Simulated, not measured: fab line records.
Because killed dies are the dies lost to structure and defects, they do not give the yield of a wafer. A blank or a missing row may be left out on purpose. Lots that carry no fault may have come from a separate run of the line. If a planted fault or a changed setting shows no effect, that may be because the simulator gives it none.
A lot that was struck, set against a sound lot + flow nand-harc + 20 out of 1302 route steps
Sound: the wafers L594.3, L594.4, L594.6. The struck wafers were L607.2, L607.4, L607.5. The cause is named last.
Order at every step that has rows: each side's tool, ch and its chambers, its first start. Under that, the readings that differ: sound wafers + struck wafers + difference of the means + sigmas: that difference in standard deviations of wafers without a fault.
alike: readings with means less than 2 such deviations apart, plus words and numbers identical on both sides. not compared: withheld readings, readings lacking a value on some wafer, bounds such as >300 that could conceal the same value, and numbers that have no deviation in the record and whose values overlap.
The two part at a step that has a row with sigmas, a row that says differs or no value, or rows on one side only. Numbers that have no deviation but don't overlap get no sigmas and don't part them. A reading that every wafer of one side lacks parts them only if that side has two wafers or more.

NHARC_P_CONTACT_DEP_00: deposits SiO2, target thk 500 nm.
  sound on pecvd-03 ch 1,2; struck on pecvd-03 ch 0,1,2
  alike: heater-power-w, throttle-valve-pct
NHARC_P_CONTACT_CMP_01: polishes SiO2, target thk 200 nm.
  sound on cmp-02 ch 0,2,3, day 8 00:59; struck on cmp-02 ch 0,3, day 12 21:28
  alike: motor-current-A
then, 9 steps without rows for these wafers: NHARC_P_CONTACT_SRD_03; NHARC_P_CONTACT_DEHYDRATE_04 (time 120 s); NHARC_P_CONTACT_HMDS_05 (time 30 s); NHARC_P_CONTACT_COAT_33 (time 75 s); NHARC_P_CONTACT_COAT_34 (time 65 s); NHARC_P_CONTACT_COAT_06 (resist thk 90 nm); NHARC_P_CONTACT_SOFTBAKE_07 (time 55 s); NHARC_P_CONTACT_EBR_08; NHARC_P_CONTACT_EXPOSE_09 (exposes mask P CA, target cd 90 nm).
NHARC_P_CONTACT_PEB_10: peb time 65 s.
  sound on litho-track-06 ch 0, day 8 01:41; struck on litho-track-06 ch 0, day 12 22:05
| reading                  | sound             | struck            | difference | sigmas |
|--------------------------|-------------------|-------------------|------------|--------|
| heater-power-total-W (W) | 156.2 155.9 155.9 | 161.0 160.8 161.4 | +5.1       | +12    |
then, 1 step without rows for these wafers: NHARC_P_CONTACT_DEVELOP_11 (develop time 35 s).
NHARC_P_CONTACT_CD_MEAS_12: the cd target is 90 nm.
  sound on cd-sem-01 ch 0, day 8 01:46; struck on cd-sem-01 ch 0, day 12 22:10
  alike: cd-nm
NHARC_P_CONTACT_OVL_MEAS_13:
  sound: overlay-02 at day 8 01:52; struck: overlay-01 at day 12 22:15
  alike: overlay-x-nm, overlay-y-nm
NHARC_P_CONTACT_INSPECT_14:
  sound: defect-inspect-02 at day 8 01:53; struck: defect-inspect-01 at day 12 22:17
  alike: raw-defect-count
NHARC_P_CONTACT_DESCUM_17: chemistry O2, time 3 s.
  sound on rie-diel-02 ch 0,3, day 8 01:57; struck on rie-diel-06 ch 1,3, day 12 22:21
| reading                    | sound             | struck            | difference | sigmas |
|----------------------------|-------------------|-------------------|------------|--------|
| model.P_CONTACT.cd-nm (nm) | 90.13 89.45 89.23 | 88.78 88.65 88.96 | -0.81      |        |
  alike: drypump-motor-current-A, mfc-ar-sccm, oes-product-au, rf-vpp-V, showerhead-plenum-p-Torr, throttle-valve-pct
  not compared: rf-hours-counter-h
NHARC_P_CONTACT_ETCH_35: etches the open film in CF4, target depth 39 nm, time 65 s.
  sound on rie-diel-02 ch 0,3, day 8 02:02; struck on rie-diel-06 ch 0,1,3, day 12 22:26
  alike: drypump-motor-current-A, mfc-ar-sccm, oes-product-au, rf-vpp-V, showerhead-plenum-p-Torr, throttle-valve-pct
  not compared: rf-hours-counter-h, model.P_CONTACT.cd-nm
NHARC_P_CONTACT_ETCH_36: etches the open film in N2/H2, target depth 260 nm, time 406.25 s.
  sound on rie-diel-02 ch 0,2,3; struck on rie-diel-06 ch 0,1,2
  alike: drypump-motor-current-A, mfc-ar-sccm, oes-product-au, rf-vpp-V, showerhead-plenum-p-Torr, throttle-valve-pct
  not compared: rf-hours-counter-h
-- the record jumps here: 19 days lie between the struck wafers' starts before and after (it left off in module P_CONTACT and takes up again in module END, whose first step shown is number 1302 of the route) --
NHARC_END_SORT_01:
  sound on prober-01 ch 0, day 26 09:25; struck on prober-02 ch 0, day 31 14:13
| reading             | sound    | struck   | difference | sigmas |
|---------------------|----------|----------|------------|--------|
| killed-at-array     | 71 66 64 | 26 28 30 | -39        | -2     |
| killed-at-other     | 1 0 0    | 6 4 2    | +4         | +3     |
| killed-at-periphery | 11 8 6   | 1 0 1    | -8         | -3     |
| killed-dies         | 83 74 70 | 33 32 33 | -43        | -2     |
  alike: killed-open, killed-short

== WHERE THEY PART ==
At NHARC_P_CONTACT_PEB_10 first; at NHARC_END_SORT_01 last (within this record only).

WHY: whatever the simulator had introduced
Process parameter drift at NHARC_P_CONTACT_PEB_10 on litho-track-06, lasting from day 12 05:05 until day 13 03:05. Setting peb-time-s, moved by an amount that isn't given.
